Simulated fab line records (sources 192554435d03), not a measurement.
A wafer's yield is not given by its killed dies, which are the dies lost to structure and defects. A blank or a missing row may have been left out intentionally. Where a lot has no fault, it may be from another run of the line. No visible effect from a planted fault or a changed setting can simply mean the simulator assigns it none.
Chamber matching + flow n5-finfet + N5_BEOL_M8_ETCH_62 on rie-diel-06: 4 sister chambers
The step etches SOC in N2/H2, target depth 110 nm, overetch 22 nm, time 165 s. 14 wafers are shown with their chamber, then 7 later ones without.

WAFERS, EACH WITH ITS CHAMBER
| wafer  | chamber | throttle-valve-pct (%) | showerhead-plenum-p-Torr (Torr) | drypump-motor-current-A (A) |
|--------|---------|------------------------|---------------------------------|-----------------------------|
| L080.1 | 0       | 18.03                  | 2.65                            | 5.1                         |
| L080.2 | 2       | 17.77                  | 2.61                            | 5.6                         |
| L080.3 | 3       | 18.38                  | 2.53                            | 5.7                         |
| L080.4 | 1       | 17.56                  | 2.70                            | 6.1                         |
| L080.5 | 2       | 17.77                  | 2.61                            | 5.6                         |
| L080.6 | 3       | 18.38                  | 2.53                            | 5.7                         |
| L082.2 | 3       | 18.39                  | 2.53                            | 5.7                         |
| L082.4 | 2       | 17.78                  | 2.61                            | 5.6                         |
| L082.6 | 1       | 17.57                  | 2.69                            | 6.1                         |
| L088.2 | 0       | 18.01                  | 2.65                            | 5.2                         |
| L088.3 | 1       | 17.59                  | 2.69                            | 6.0                         |
| L088.5 | 2       | 17.80                  | 2.60                            | 5.6                         |
| L089.1 | 3       | 18.38                  | 2.52                            | 5.7                         |
| L089.2 | 2       | 17.80                  | 2.60                            | 5.6                         |

SIGNATURES (means of the wafers above)
| reading                  | chamber 0 | chamber 1 | chamber 2 | chamber 3 | scatter within a chamber |
|--------------------------|-----------|-----------|-----------|-----------|--------------------------|
| throttle-valve-pct       | 18.0200   | 17.5733   | 17.7840   | 18.3825   | 0.0129                   |
| showerhead-plenum-p-Torr | 2.6500    | 2.6933    | 2.6060    | 2.5275    | 0.00512                  |
| drypump-motor-current-A  | 5.150     | 6.067     | 5.600     | 5.700     | 0.0342                   |
Rule: a wafer lies at a distance from a chamber equal to the root of the sum of squares, over the readings, of (its reading less the chamber's mean, divided by the reading's scatter). If the next closest chamber is less than 2 further off than the closest, the wafer can't be placed; otherwise it belongs to the closest. The scatter: the root of (the sum of the squares of (reading less its chamber's mean) over the shown wafers, divided by (wafers less chambers)).

WAFERS WITH NO CHAMBER GIVEN
| wafer  | throttle-valve-pct (%) | showerhead-plenum-p-Torr (Torr) | drypump-motor-current-A (A) |
|--------|------------------------|---------------------------------|-----------------------------|
| L089.4 | 17.60                  | 2.69                            | 6.0                         |
| L091.1 | 17.81                  | 2.60                            | 5.6                         |
| L091.3 | 17.62                  | 2.69                            | 6.1                         |
| L091.4 | 18.40                  | 2.52                            | 5.7                         |
| L097.1 | 17.86                  | 2.59                            | 5.5                         |
| L097.2 | 17.63                  | 2.68                            | 6.1                         |
| L097.6 | 17.87                  | 2.59                            | 5.5                         |

WHICH CHAMBER EACH ONE RAN IN
| wafer  | from the rows above | in truth |
|--------|---------------------|----------|
| L089.4 | 1                   | 1        |
| L091.1 | 2                   | 2        |
| L091.3 | 1                   | 1        |
| L091.4 | 3                   | 3        |
| L097.1 | 2                   | 2        |
| L097.2 | 1                   | 1        |
| L097.6 | 2                   | 2        |
Correctly placed: 7 of 7. Number that these rows cannot place: 0. Wrongly placed: 0.
